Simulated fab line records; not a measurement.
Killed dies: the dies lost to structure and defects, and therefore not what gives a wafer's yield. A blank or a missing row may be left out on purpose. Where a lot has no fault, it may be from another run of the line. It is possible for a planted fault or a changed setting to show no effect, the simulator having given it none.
Split-lot experiment + flow n5Finfet + route with 1938 steps; 7 lots, 39 wafers read

## SPLIT DETAILS
At N5_MOL_CONTACT_COAG_ETCHBACK_135 (etches SiO2 in CHF3, target depth 25 nm, time 16.7 s), the setting timeS was moved away from the recipe's 16.7 s on 9 of the 39 wafers read, by -36.0% to -24.3%. For the rest of the wafers, this setting stayed at what the recipe calls for.

Reading taken at the split's own step.

## THE READING
SOC_of_MOL_CONTACT_COAG_COAT_75.thkNm (the simulator's own value, which no gauge read), in nm, at N5_MOL_CONTACT_COAG_ETCHBACK_135 (etches SiO2 in CHF3, target depth 25 nm, time 16.7 s). The file gives no usual value for it. Average 57.4 nm, standard deviation 0.28 nm, over the 30 wafers here run with the recipe.

| wafer  | tool, chamber at the split | timeS as run, s | against the recipe | SOC_of_MOL_CONTACT_COAG_COAT_75.thkNm, nm | against lot-mates on the recipe |
|--------|----------------------------|-----------------|--------------------|-------------------------------------------|---------------------------------|
| L074.1 | rieDiel-03, 0,1,2,1        | 16.7            | recipe             | 57.6                                      | -                               |
| L074.2 | rieDiel-03, 0,1,2,1        | 16.7            | recipe             | 57.6                                      | -                               |
| L074.3 | rieDiel-03, 0,1,2,1        | 16.7            | recipe             | 57.6                                      | -                               |
| L074.6 | rieDiel-03, 0,1,2,1        | 16.7            | recipe             | 57.6                                      | -                               |
| L074.4 | rieDiel-03, 0              | 16.7            | recipe             | 58                                        | -                               |
| L074.5 | rieDiel-03, 2              | 16.7            | recipe             | 57.8                                      | -                               |
| L076.1 | rieDiel-03, 2,0            | 16.7            | recipe             | 57.4                                      | -                               |
| L076.3 | rieDiel-03, 2,0            | 16.7            | recipe             | 57.4                                      | -                               |
| L076.2 | rieDiel-03, 1,1,0          | 10.69           | -36.0%             | 58.4                                      | +1.1                            |
| L076.4 | rieDiel-03, 1,1,0          | 10.69           | -36.0%             | 58.4                                      | +1.1                            |
| L076.5 | rieDiel-03, 1,1,0          | 10.69           | -36.0%             | 58.4                                      | +1.1                            |
| L076.6 | rieDiel-03, 2              | 16.7            | recipe             | 57.2                                      | -                               |
| L085.1 | rieDiel-03, 1,2            | 16.7            | recipe             | 57.6                                      | -                               |
| L085.2 | rieDiel-03, 1,2            | 16.7            | recipe             | 57.6                                      | -                               |
| L085.3 | rieDiel-03, 3              | 16.7            | recipe             | 57.4                                      | -                               |
| L088.1 | rieDiel-05, 3              | 12.64           | -24.3%             | 58.2                                      | +0.7                            |
| L088.6 | rieDiel-05, 3              | 12.64           | -24.3%             | 58.2                                      | +0.7                            |
| L088.2 | rieDiel-05, 1,2            | 16.7            | recipe             | 57.4                                      | -                               |
| L088.3 | rieDiel-05, 1,2            | 16.7            | recipe             | 57.4                                      | -                               |
| L088.4 | rieDiel-05, 0              | 16.7            | recipe             | 57.6                                      | -                               |
| L088.5 | rieDiel-05, 2              | 12.64           | -24.3%             | 58                                        | +0.5                            |
| L095.1 | rieDiel-05, 2,0,1,0,3      | 16.7            | recipe             | 57                                        | -                               |
| L095.2 | rieDiel-05, 2,0,1,0,3      | 16.7            | recipe             | 57                                        | -                               |
| L095.3 | rieDiel-05, 2,0,1,0,3      | 16.7            | recipe             | 57                                        | -                               |
| L095.5 | rieDiel-05, 2,0,1,0,3      | 16.7            | recipe             | 57                                        | -                               |
| L095.6 | rieDiel-05, 2,0,1,0,3      | 16.7            | recipe             | 57                                        | -                               |
| L095.4 | rieDiel-05, 3              | 16.7            | recipe             | 57.2                                      | -                               |
| L096.1 | rieDiel-04, 1              | 16.7            | recipe             | 57.4                                      | -                               |
| L096.2 | rieDiel-04, 0              | 16.7            | recipe             | 57.2                                      | -                               |
| L096.5 | rieDiel-04, 0              | 16.7            | recipe             | 57.2                                      | -                               |
| L096.3 | rieDiel-04, 2,1,2          | 16.7            | recipe             | 57                                        | -                               |
| L096.4 | rieDiel-04, 2,1,2          | 16.7            | recipe             | 57                                        | -                               |
| L096.6 | rieDiel-04, 2,1,2          | 16.7            | recipe             | 57                                        | -                               |
| L097.1 | rieDiel-04, 1,0            | 16.7            | recipe             | 57.6                                      | -                               |
| L097.5 | rieDiel-04, 1,0            | 16.7            | recipe             | 57.6                                      | -                               |
| L097.2 | rieDiel-04, 0              | 16.7            | recipe             | 57.4                                      | -                               |
| L097.3 | rieDiel-04, 2              | 11.92           | -28.6%             | 58.4                                      | +0.9                            |
| L097.4 | rieDiel-04, 1,2            | 11.92           | -28.6%             | 58.2                                      | +0.7                            |
| L097.6 | rieDiel-04, 1,2            | 11.92           | -28.6%             | 58.2                                      | +0.7                            |
If several chambers appear in one row, that row covers several wafers at once and the file leaves open which wafer was in which chamber.

THE FIT
A straight line over all 39 wafers: SOC_of_MOL_CONTACT_COAG_COAT_75.thkNm changes by -0.0303 nm for each +1% of timeS; r = -0.84; the points scatter about the line by 0.25 nm.
The same after taking each lot's own level away (the mean of its wafers on the recipe; 39 wafers): -0.028 nm for each +1%; r = -0.95; scatter 0.12 nm.
According to that fit, moving timeS by its largest amount changes the reading by 1 nm.
The lots' own levels span 57.03 to 57.70 nm, that is 2.4 times the standard deviation above.
Hence the lot-to-lot level has little effect on the slope; both slopes agree.
Check: with one of the wafers moved furthest among these (-36.0%) left out of the fit, the line predicts +0.994 nm for it against its lot-mates. It came out at +1.07 nm against them.

## THE OTHER SPLITS THESE WAFERS WENT THROUGH
Other splits were also applied to these wafers ahead of the reading. Each is held against what the fit with the lots' levels taken away leaves over:
| other split on the same wafers    | wafers away from the commonest value | r with SOC_of_MOL_CONTACT_COAG_COAT_75.thkNm (lot level and that fit taken away) |
|-----------------------------------|--------------------------------------|----------------------------------------------------------------------------------|
| N5_HKMG_FIN_NWFM_ALD_20 aldCycles | 15                                   | -0.17                                                                            |

## THE FILE'S OWN FIT
SOC_of_MOL_CONTACT_COAG_COAT_75.thkNm changes by -0.0279 nm for each +1% of timeS, r = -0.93.
